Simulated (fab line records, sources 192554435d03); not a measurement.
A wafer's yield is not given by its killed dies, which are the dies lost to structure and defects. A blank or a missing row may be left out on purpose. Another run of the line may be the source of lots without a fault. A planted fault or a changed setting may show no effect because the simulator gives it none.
Comparing a struck lot with a sound one	flow n5 finfet	15 steps out of a route of 1938
Sound: wafers L948.1, L948.3, L948.5. Struck: wafer L959.5 (left out: L959.2, a lot-mate that was not struck); the cause follows at the end.
For every step that has rows: the tool of each side, followed by ch and its chambers, followed by its first start. Under that, the readings that differ: sound wafers	struck wafers	difference of the means	sigmas: that difference in standard deviations of wafers without a fault.
alike: a reading whose means differ by less than 2 such deviations, as well as words and numbers matching on both sides. not compared: withheld readings; readings where some wafer has no value; bounds like >300 that might hide an equal value; numbers whose values overlap and for which the record gives no deviation.
The two part at a step that has a row with sigmas, a row that says differs or no value, or rows on one side only. When numbers do not overlap yet have no deviation, they are printed without sigmas and do not part them. A reading missing from all wafers of one side parts the sides only when that side holds two or more wafers.

first, 8 steps without rows for these wafers: N5_BEOL_M10_COAT_59 (time 60 s, resist thk 100 nm); N5_BEOL_M10_COAT_60 (time 60 s, resist thk 30 nm); N5_BEOL_M10_COAT_05 (resist thk 90 nm); N5_BEOL_M10_EBR_07; N5_BEOL_M10_SOFTBAKE_06 (time 60 s); N5_BEOL_M10_EXPOSE_08 (exposes mask M10); N5_BEOL_M10_PEB_09 (peb time 60 s); N5_BEOL_M10_DEVELOP_10 (develop time 30 s).
N5_BEOL_M10_CD_MEAS_11: target cd 64.1 nm.
  sound on cd sem-01 ch 0, day 13 01:24; struck on cd sem-01 ch 0, day 15 16:20
  alike: cd nm
N5_BEOL_M10_OVL_MEAS_12:
  sound on overlay-02 ch 0, day 13 01:26; struck on overlay-01 ch 0, day 15 16:22
  alike: M10_OVL
N5_BEOL_M10_INSPECT_13: inspects for defects (brightfield).
  struck on defect inspect-01, day 15 16:23; sound on defect inspect-02, day 13 01:27
  alike: raw defect count
N5_BEOL_M10_DESCUM_16: chemistry O2, time 7.9 s.
  sound on rie diel-04 ch 0,1,2, day 13 01:29; struck on rie diel-04 ch 1, day 15 16:25
reading	sound	struck	difference	sigmas
rf vpp V (V)	242.0 243.2 242.3	245.8	+3.3	+2
  alike: drypump motor current A, oes product au, showerhead plenum p Torr, throttle valve pct
  not compared: rf hours counter h
N5_BEOL_M10_ETCH_61: etches SiARC in CF4, target depth 39 nm, time 65 s.
  sound on rie diel-04 ch 0,1,2, day 13 01:31; struck on rie diel-04 ch 1, day 15 16:28
reading	sound	struck	difference	sigmas
etch rf on time s (s)	63.5 65.3 63.5	42.6	-21.5	-20
oes product au (a.u.)	0.74 0.59 0.77	1.02	+0.32	+5
  alike: bias w, drypump motor current A, mfc ar sccm, rf vpp V, showerhead plenum p Torr, throttle valve pct
  not compared: rf hours counter h
N5_BEOL_M10_ETCH_62: etches SOC in N2/H2, target depth 110 nm, overetch 22 nm, time 165 s.
  sound on rie diel-04 ch 0,1,2, day 13 01:34; struck on rie diel-04 ch 1, day 15 16:31
  alike: bias w, drypump motor current A, oes product au, rf vpp V, showerhead plenum p Torr, throttle valve pct
  not compared: rf hours counter h
next, for these wafers, 1 step has no rows: N5_PASSIVATION_PROBE_49.

WHERE THEY PART
Last at N5_BEOL_M10_ETCH_61 as far as this record goes, first at N5_BEOL_M10_DESCUM_16. Later steps at which nothing parts them and some readings are alike: N5_BEOL_M10_ETCH_62.

WHY: whatever the simulator had introduced
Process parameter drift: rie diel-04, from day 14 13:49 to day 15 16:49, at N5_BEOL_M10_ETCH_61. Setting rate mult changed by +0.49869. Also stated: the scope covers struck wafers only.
